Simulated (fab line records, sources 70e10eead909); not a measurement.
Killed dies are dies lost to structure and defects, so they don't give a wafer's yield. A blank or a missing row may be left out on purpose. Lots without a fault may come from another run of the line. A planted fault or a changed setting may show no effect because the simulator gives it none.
Which tool did it? | flow nand_harc | 7 lots, 20 wafers sampled, at 5 steps of a route of 1302

WHAT THE GAUGES READ, wafer by wafer
NHARC_END_SORT_01.
lot  | measured     | on        | killed_at_array
L863 | day 24 20:31 | prober-02 | 47 676
L865 | day 26 00:08 | prober-02 | 674 57 672

WHICH TOOL RAN EACH LOT (tool, then ch and the chambers of the sampled wafers, then the start)
lot  | NHARC_A_CHANNEL_HOLE_D1_DEP_00 | NHARC_THIN_TSV_DESCUM_14           | NHARC_THIN_TSV_ANNEAL_52         | NHARC_THIN_TSV_CMP_21
L863 | acl_dep-02 ch 0, day 8 20:22   | rie_diel-11 ch 1, day 24 05:11     | rtp_anneal-02 ch 0, day 24 08:59 | cmp-01 ch 0, day 24 09:23
L865 | acl_dep-02 ch 0, day 9 20:30   | rie_diel-09 ch 0, day 25 05:02     | rtp_anneal-02 ch 0, day 25 08:59 | cmp-04 ch 0, day 25 09:16
L874 | acl_dep-01 ch 0, day 13 12:48  | rie_diel-11 ch 0,1,3, day 29 01:28 | rtp_anneal-01 ch 0, day 29 05:35 | cmp-02 ch 0,3, day 29 05:51
L875 | acl_dep-02 ch 0, day 14 08:25  | rie_diel-08 ch 0,2,3, day 29 02:47 | rtp_anneal-01 ch 0, day 29 06:44 | cmp-02 ch 0,1,2, day 29 07:02
L881 | acl_dep-03 ch 0, day 16 10:12  | rie_diel-08 ch 0,2,3, day 31 12:18 | rtp_anneal-02 ch 0, day 31 16:16 | cmp-04 ch 0,1,3, day 31 16:37
L882 | acl_dep-01 ch 0, day 17 01:14  | rie_diel-09 ch 0,2, day 32 13:49   | rtp_anneal-01 ch 0, day 32 17:43 | cmp-02 ch 0,2,3, day 32 18:02
L884 | acl_dep-01 ch 0, day 18 06:35  | rie_diel-08 ch 2,3, day 34 01:04   | rtp_anneal-01 ch 0, day 34 04:52 | cmp-02 ch 0,2,3, day 34 05:14
- NHARC_A_CHANNEL_HOLE_D1_DEP_00: deposits aC, target thk 3100 nm.
- NHARC_THIN_TSV_DESCUM_14: chemistry O2, time 3 s.
- NHARC_THIN_TSV_ANNEAL_52: time 90 s.
- NHARC_THIN_TSV_CMP_21: polishes, t overpolish 30 s, target thk 2000 nm.

THE ANSWER, worked out from the rows above alone
Rule: what is usual is taken from the lots themselves. Put in order of their means at a reading, lots are off if they are a third of the lots or fewer, leave a main group of 4 or more, and stand apart from it by a gap of 3 or more times the standard deviation of the main group's means; of several such gaps the widest counts. A main group whose means are all the same, to the digits that the tables above print for the reading, isn't used. A lot without any number at a reading at which 4 lots or more have one is off too. The other lots that the step has rows for count as sound.
No lot is off at any reading shown: from this, nothing can be told.

WHAT THE SIMULATOR HAD PUT IN
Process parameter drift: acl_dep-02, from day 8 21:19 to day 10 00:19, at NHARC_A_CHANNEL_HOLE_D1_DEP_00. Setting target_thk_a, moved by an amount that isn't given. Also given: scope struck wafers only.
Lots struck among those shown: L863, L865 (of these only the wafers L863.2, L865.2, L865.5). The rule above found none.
